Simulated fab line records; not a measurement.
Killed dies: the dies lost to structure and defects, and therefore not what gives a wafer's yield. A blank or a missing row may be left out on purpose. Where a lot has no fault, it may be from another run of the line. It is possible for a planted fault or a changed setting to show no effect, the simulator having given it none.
Matching of chambers	flow n5-finfet	N5_PASSIVATION_PECVD_00 on pecvd-03: 3 sister chambers
The step deposits SiO2 from SiH4/N2O, target thk 200 nm, time 11.2 s. 16 wafers are shown with their chamber, then 8 later ones without.

== WAFERS WITH THEIR CHAMBER ==
wafer	chamber	throttle-valve-pct (%)	showerhead-plenum-p-Torr (Torr)	showerhead-vpp-V (V)
L075.2	2	49.5	8.23	1575
L075.3	0	51.1	8.19	1547
L075.5	1	59.6	8.15	1506
L076.2	2	49.2	8.21	1579
L076.4	0	51.1	8.17	1540
L076.5	2	49.1	8.23	1599
L078.1	2	49.5	8.22	1610
L078.3	1	59.5	8.18	1474
L078.6	0	51.0	8.19	1541
L083.3	1	59.5	8.16	1459
L083.4	1	59.5	8.16	1520
L083.5	2	49.7	8.23	1569
L089.1	1	59.5	8.16	1505
L089.2	0	51.5	8.21	1501
L089.4	1	59.7	8.16	1480
L093.2	1	59.7	8.16	1502

SIGNATURES, as means of the wafers listed above
reading	chamber 0	chamber 1	chamber 2	scatter within a chamber
throttle-valve-pct	51.175	59.571	49.400	0.184
showerhead-plenum-p-Torr	8.1900	8.1614	8.2240	0.0111
showerhead-vpp-V	1532.25	1492.29	1586.40	20.3
Rule: for a wafer and a chamber, the distance is found by dividing, reading by reading, the gap between the wafer's reading and the chamber's mean by the reading's scatter, squaring, summing and taking the root. The wafer belongs to the nearest chamber; if the next one is less than 2 further off, it can't be placed. The scatter: the root of (the sum of the squares of (reading less its chamber's mean) over the shown wafers, divided by (wafers less chambers)).

== WAFERS WHOSE CHAMBER IS MISSING ==
wafer	throttle-valve-pct (%)	showerhead-plenum-p-Torr (Torr)	showerhead-vpp-V (V)
L093.3	50.1	8.22	1570
L093.4	59.7	8.16	1499
L092.2	50.2	8.23	1586
L092.4	51.7	8.20	1520
L092.6	59.5	8.17	1516
L095.1	50.2	8.23	1586
L095.4	50.1	8.25	1605
L095.5	59.6	8.17	1486

== THE CHAMBER EACH PASSED THROUGH ==
wafer	from the rows above	in truth
L093.3	2	2
L093.4	1	1
L092.2	2	2
L092.4	0	0
L092.6	1	1
L095.1	2	2
L095.4	2	2
L095.5	1	1
Placed correctly: 8 of 8. Number that these rows cannot place: 0. Placed wrongly: 0.
